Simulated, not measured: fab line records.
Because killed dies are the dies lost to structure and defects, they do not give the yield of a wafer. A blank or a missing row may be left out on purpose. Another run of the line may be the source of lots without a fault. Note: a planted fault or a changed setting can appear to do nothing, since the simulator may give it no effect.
Chamber matching / flow n5Finfet / 4 sister chambers for N5_MOL_CONTACT_COAG_ALD_133 on aldSin-01
The step deposits SiO2, target thk 5 nm, pulse time 1 s, co reactant pulse time 1 s. 18 wafers are shown with their chamber, then 9 later ones without.

WAFERS, EACH WITH ITS CHAMBER
wafer=L081.2; chamber=2; heaterPowerW (W)=74; precursorPulseHeightRel=1.007
wafer=L081.4; chamber=1; heaterPowerW (W)=81; precursorPulseHeightRel=1.010
wafer=L081.5; chamber=2; heaterPowerW (W)=73; precursorPulseHeightRel=0.987
wafer=L082.1; chamber=1; heaterPowerW (W)=81; precursorPulseHeightRel=0.985
wafer=L082.2; chamber=0; heaterPowerW (W)=69; precursorPulseHeightRel=1.015
wafer=L082.4; chamber=2; heaterPowerW (W)=76; precursorPulseHeightRel=0.998
wafer=L085.2; chamber=0; heaterPowerW (W)=72; precursorPulseHeightRel=0.984
wafer=L085.5; chamber=0; heaterPowerW (W)=71; precursorPulseHeightRel=1.006
wafer=L085.6; chamber=1; heaterPowerW (W)=80; precursorPulseHeightRel=1.007
wafer=L086.2; chamber=1; heaterPowerW (W)=78; precursorPulseHeightRel=1.031
wafer=L086.5; chamber=3; heaterPowerW (W)=72; precursorPulseHeightRel=1.026
wafer=L086.6; chamber=0; heaterPowerW (W)=71; precursorPulseHeightRel=0.982
wafer=L087.4; chamber=0; heaterPowerW (W)=73; precursorPulseHeightRel=0.960
wafer=L087.5; chamber=2; heaterPowerW (W)=74; precursorPulseHeightRel=0.983
wafer=L087.6; chamber=1; heaterPowerW (W)=79; precursorPulseHeightRel=0.986
wafer=L089.1; chamber=0; heaterPowerW (W)=74; precursorPulseHeightRel=1.005
wafer=L089.5; chamber=1; heaterPowerW (W)=84; precursorPulseHeightRel=0.992
wafer=L089.6; chamber=0; heaterPowerW (W)=72; precursorPulseHeightRel=0.991

SIGNATURES (means of the wafers above)
reading=heaterPowerW; chamber 0=71.71; chamber 1=80.50; chamber 2=74.25; chamber 3=72.00; scatter within a chamber=1.73
reading=precursorPulseHeightRel; chamber 0=0.99186; chamber 1=1.00183; chamber 2=0.99375; chamber 3=1.02600; scatter within a chamber=0.0169
Rule: a wafer's distance from a chamber is the root of the sum, over the readings, of the square of ((its reading less the chamber's mean) divided by the reading's scatter). The wafer belongs to the nearest chamber; if the next one is less than 2 further off, it can't be placed. How the scatter is found: for the shown wafers, subtract from each reading the mean of its chamber, square and add these, divide the total by (wafers less chambers), then take the root.

WAFERS WITH NO CHAMBER GIVEN
wafer=L090.1; heaterPowerW (W)=84; precursorPulseHeightRel=0.990
wafer=L090.4; heaterPowerW (W)=70; precursorPulseHeightRel=1.025
wafer=L090.6; heaterPowerW (W)=71; precursorPulseHeightRel=1.008
wafer=L092.1; heaterPowerW (W)=84; precursorPulseHeightRel=1.025
wafer=L092.2; heaterPowerW (W)=74; precursorPulseHeightRel=0.999
wafer=L092.3; heaterPowerW (W)=71; precursorPulseHeightRel=1.013
wafer=L094.2; heaterPowerW (W)=72; precursorPulseHeightRel=0.999
wafer=L094.3; heaterPowerW (W)=82; precursorPulseHeightRel=1.017
wafer=L094.4; heaterPowerW (W)=76; precursorPulseHeightRel=0.986

EACH ONE'S CHAMBER
wafer=L090.1; from the rows above=1; in truth=1
wafer=L090.4; from the rows above=can't be placed: 3 or 0 or 2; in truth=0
wafer=L090.6; from the rows above=can't be placed: 0 or 3 or 2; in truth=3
wafer=L092.1; from the rows above=1; in truth=1
wafer=L092.2; from the rows above=can't be placed: 2 or 0 or 3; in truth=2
wafer=L092.3; from the rows above=can't be placed: 3 or 0 or 2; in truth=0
wafer=L094.2; from the rows above=can't be placed: 0 or 2 or 3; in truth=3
wafer=L094.3; from the rows above=1; in truth=1
wafer=L094.4; from the rows above=can't be placed: 2 or 0 or 1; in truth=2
Placed correctly: 3 of 9. Unplaceable from these rows: 6, with the true chamber sitting among the candidates in 6. Number placed wrongly: 0.
